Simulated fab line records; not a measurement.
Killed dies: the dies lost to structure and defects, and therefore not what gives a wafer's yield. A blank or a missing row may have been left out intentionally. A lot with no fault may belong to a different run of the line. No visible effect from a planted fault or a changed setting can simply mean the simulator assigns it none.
A struck lot beside a sound one    flow n5-finfet    30 steps out of a route of 1938
Sound: wafers L361.2, L361.4, L361.5. Wafers L352.1, L352.2, L352.4 were the ones struck. At the end, the cause is stated.
Order at every step that has rows: each side's tool, ch and its chambers, its first start. Under that, the readings that differ: sound wafers    struck wafers    difference of the means    sigmas: that difference in standard deviations of wafers without a fault.
alike: readings whose means differ by less than 2 such deviations, and words and numbers that are the same on both sides. not compared: withheld readings, readings that some wafer has no value for, bounds like >300 that may hide the same value, and numbers for which the record gives no deviation and whose values overlap.
A row with sigmas, a row that says differs or no value, or rows on one side alone: a step with any of these is where the two part. Non-overlapping numbers with no deviation appear without sigmas and do not part them. Lack of a reading on every wafer of one side parts them only where that side has two or more wafers.

first, 11 steps without rows for these wafers: N5_FIN_SAQP_DESCUM_21 (chemistry O2, time 7.9 s); N5_FIN_SAQP_ETCH_51 (etches SiARC in CF4, target depth 45.5 nm, time 75.8 s); N5_FIN_SAQP_ETCH_52 (etches SOC in N2/H2, target depth 100 nm, overetch 20 nm, time 150 s); N5_FIN_SAQP_STRIP_53 (strips in N2/H2); N5_FIN_SAQP_HM_OPEN_73 (chemistry CHF3/O2, target SiO2, stops on a-Si, target depth 12 nm, time 16.8 s); N5_FIN_SAQP_STRIP_74 (strips in CHF3/O2); N5_FIN_SAQP_MANDREL_ETCH_22 (etches a-Si in HBr/Cl2, stops on SiNx, target depth 60 nm, bt time 10 s, time 30 s); N5_FIN_SAQP_STRIP_55 (strips in N2/H2); N5_FIN_SAQP_STRIP_23 (strips in SPM, time 750 s); N5_FIN_SAQP_SRD_66 (time 30 s); N5_FIN_SAQP_RECESS_75 (chemistry HF/NH3, target SiO2, target depth 14.4 nm, afs cycles 3, sublimation time 60 s).
N5_FIN_SAQP_SPACER1_ALD_24: deposits SiO2, target thk 20.3 nm, pulse time 1 s, purge time 2 s.
  sound on ald-sin-02 ch 1,2,3, day 7 16:56; struck on ald-sin-02 ch 0,1,3, day 5 12:37
  no value came back on the struck wafers for ald-cycles, chamber-pressure-Torr (Torr), heater-power-w (W), precursor-pulse-height-rel; on the sound wafers ald-cycles reads 218 218 218
then, 1 step without rows for these wafers: N5_FIN_SAQP_SPACER1_ETCHBACK_25 (etches SiO2 in CHF3/O2, target depth 24.4 nm, time 12.2 s).
N5_FIN_SAQP_MANDREL1_REMOVE_56: chemistry HBr/Cl2/O2, target a-Si, stops on SiNx, bt time 10 s.
  sound on rie-si-02 ch 1,2, day 7 17:44; struck on rie-si-02 ch 0,1, day 5 13:30
reading                    sound           struck          difference  sigmas
model.FIN_SAQP.cd-nm (nm)  20.2 20.4 20.2  35.8 35.6 35.8  +15.5       
  alike: drypump-motor-current-A, mfc-cl2-sccm, oes-product-au, throttle-valve-pct
  not compared: rf-hours-counter-h
N5_FIN_SAQP_CD_MEAS_27: the cd target is 20 nm.
  sound on cd-sem-01 ch 0, day 7 17:51; struck on cd-sem-02 ch 0, day 5 13:37
reading     sound              struck  difference                     sigmas
cd-nm (nm)  20.19 20.68 20.51  - - -   no value on the struck wafers  
then, 11 steps without rows for these wafers: N5_FIN_SAQP_ETCH_57 (etches SiNx in CH3F/O2, target depth 32.5 nm, time 46.4 s); N5_FIN_SAQP_ETCH_65 (etches SiO2 in CF4, target depth 4 nm, time 4.4 s); N5_FIN_SAQP_MANDREL_ETCH_58 (etches a-Si in HBr/Cl2, stops on SiNx, target depth 45 nm, bt time 10 s, time 27 s); N5_FIN_SAQP_RECESS_63 (chemistry HF/NH3, target SiO2, target depth 18 nm, afs cycles 3, sublimation time 60 s); N5_FIN_SAQP_COAT_68 (time 60 s, resist thk 100 nm); N5_FIN_SAQP_ETCH_69 (etches SOC in N2/H2, stops on SiNx, target depth 150 nm); N5_FIN_SAQP_ETCH_67 (etches SiNx in CH3F/O2, target depth 30 nm); N5_FIN_SAQP_STRIP_70 (strips in N2/H2); N5_FIN_SAQP_RECESS_71 (chemistry HF/NH3, target SiO2, target depth 3 nm, afs cycles 1, sublimation time 60 s); N5_FIN_SAQP_SPACER2_ALD_28 (deposits SiO2, target thk 8.1 nm, pulse time 1 s, purge time 2 s); N5_FIN_SAQP_SPACER2_ETCHBACK_29 (etches SiO2 in CHF3/O2, target depth 12.2 nm, time 6.1 s).
N5_FIN_SAQP_MANDREL2_REMOVE_60: chemistry HBr/Cl2/O2, target a-Si, stops on SiNx, bt time 10 s.
  sound on rie-si-01 ch 0,1,3, day 7 19:24; struck on rie-si-02 ch 0,1,3, day 5 15:05
reading                    sound    struck        difference  sigmas
model.FIN_SAQP.cd-nm (nm)  8 8.2 8  36 35.2 35.6  +28         
  alike: drypump-motor-current-A, mfc-cl2-sccm, oes-product-au, throttle-valve-pct
  not compared: rf-hours-counter-h
N5_FIN_SAQP_CD_MEAS_31: the cd target is 8 nm.
  sound on cd-sem-01 ch 0, day 7 19:31; struck on cd-sem-02 ch 0, day 5 15:11
reading     sound           struck  difference                     sigmas
cd-nm (nm)  8.24 7.94 7.99  - - -   no value on the struck wafers  
N5_BEOL_M4_RC_MEAS_101:
  the record has rows for the sound wafers here (prober-02 ch 0, day 15 11:30) and none for the struck ones
-- here the record skips 12 days between the struck wafers' starts before and after, leaving off in module BEOL_M4 and picking up in module PASSIVATION (first step shown: number 1936 of the route) --
N5_PASSIVATION_PROBE_49:
  only the struck wafers here have rows in the record (prober-01, day 17 13:55); the sound ones have none

## WHERE THEY PART
Last at N5_PASSIVATION_PROBE_49 as far as this record goes, first at N5_FIN_SAQP_SPACER1_ALD_24.

WHY: what the simulator had put in
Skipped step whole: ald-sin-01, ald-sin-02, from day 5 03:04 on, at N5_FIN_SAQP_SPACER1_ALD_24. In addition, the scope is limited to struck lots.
